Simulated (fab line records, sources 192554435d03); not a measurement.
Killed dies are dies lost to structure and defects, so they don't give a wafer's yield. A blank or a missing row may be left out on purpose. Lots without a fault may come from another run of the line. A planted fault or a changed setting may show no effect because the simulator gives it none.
A struck lot beside a sound one | flow n5_finfet | 14 steps out of a route of 1938
Sound: wafers L788.2, L788.4, L788.6. Struck: wafers L798.1, L798.3, L798.5. The cause comes at the end.
At each step with rows: each side's tool, then ch and its chambers, then its first start. Under that, the readings that differ: sound wafers | struck wafers | difference of the means | sigmas: that difference in standard deviations of wafers without a fault.
alike: readings whose means differ by less than 2 such deviations, and words and numbers that are the same on both sides. not compared: withheld readings, readings that some wafer has no value for, bounds like >300 that may hide the same value, and numbers for which the record gives no deviation and whose values overlap.
The two part at a step that has a row with sigmas, a row that says differs or no value, or rows on one side only. Numbers that don't overlap but have no deviation are shown without sigmas and don't part them. A reading that every wafer of one side lacks parts them only if that side has two wafers or more.

first, 3 steps without rows for these wafers: N5_WELL_APT_PRECLEAN_36 (cleans in O3/DIW, time 45 s); N5_WELL_APT_PRECLEAN_39 (cleans in dHF, time 60 s); N5_WELL_APT_SRD_37 (time 30 s).
N5_WELL_APT_EPI_41: deposits Si from SiH4/H2, target thk 50 nm, time 297.7 s.
  sound on epi_rpcvd-04 ch 0, day 2 10:47; struck on epi_rpcvd-01 ch 0, day 4 22:22
  alike: throttle_valve_pct
N5_WELL_APT_INSPECT_38: inspects for defects (darkfield).
  sound on defect_inspect-02, day 2 11:43; struck on defect_inspect-01, day 4 22:59
  alike: raw_defect_count
N5_PMOS_HMC_CHANNEL_EPI_HM_DEP_34: deposits SiO2 from TEOS/O2, target thk 36 nm, time 6.9 s.
  sound on pecvd-03 ch 0,1,2, day 2 11:45; struck on pecvd-03 ch 0,1, day 4 23:02
  alike: heater_power_w, showerhead_plenum_p_Torr, throttle_valve_pct
  not compared: since_wet_clean_h
then, 6 steps without rows for these wafers: N5_PMOS_HMC_CHANNEL_EPI_COAT_31 (time 60 s, resist thk 66 nm); N5_PMOS_HMC_CHANNEL_EPI_COAT_03 (resist thk 205 nm); N5_PMOS_HMC_CHANNEL_EPI_EBR_05; N5_PMOS_HMC_CHANNEL_EPI_SOFTBAKE_04 (time 60 s); N5_PMOS_HMC_CHANNEL_EPI_EXPOSE_06 (exposes mask PMOS HMC BLK, target cd 240 nm); N5_PMOS_HMC_CHANNEL_EPI_PEB_07 (peb time 60 s).
N5_PMOS_HMC_CHANNEL_EPI_DEVELOP_08: develop time 30 s.
  sound on litho_track-01 ch 0, day 2 11:59; struck on litho_track-01, day 4 23:23
  no value came back on the struck wafers for chill_plate_temp_C (C), develop_time_s (s), exhaust_pa (Pa); on the sound wafers chill_plate_temp_C (C) reads 22.98 22.89 23.09
  reading                                                         | sound           | struck            | difference | sigmas
  model.CAR-ArF-block_of_PMOS_HMC_CHANNEL_EPI_COAT_03.thk_nm (nm) | 202.8 203.6 203 | 204.8 205.2 205.4 | +2.0       |
N5_PMOS_HMC_CHANNEL_EPI_CD_MEAS_09: target cd 237.4 nm.
  sound on cd_sem-03 ch 0, day 2 12:02; struck on cd_sem-03 ch 0, day 4 23:26
  reading    | sound             | struck | difference                    | sigmas
  cd_nm (nm) | 237.2 235.1 236.2 | - - -  | no value on the struck wafers |

WHERE THEY PART
First at N5_PMOS_HMC_CHANNEL_EPI_DEVELOP_08; last, within this record, at N5_PMOS_HMC_CHANNEL_EPI_CD_MEAS_09.

WHY: what the simulator had put in
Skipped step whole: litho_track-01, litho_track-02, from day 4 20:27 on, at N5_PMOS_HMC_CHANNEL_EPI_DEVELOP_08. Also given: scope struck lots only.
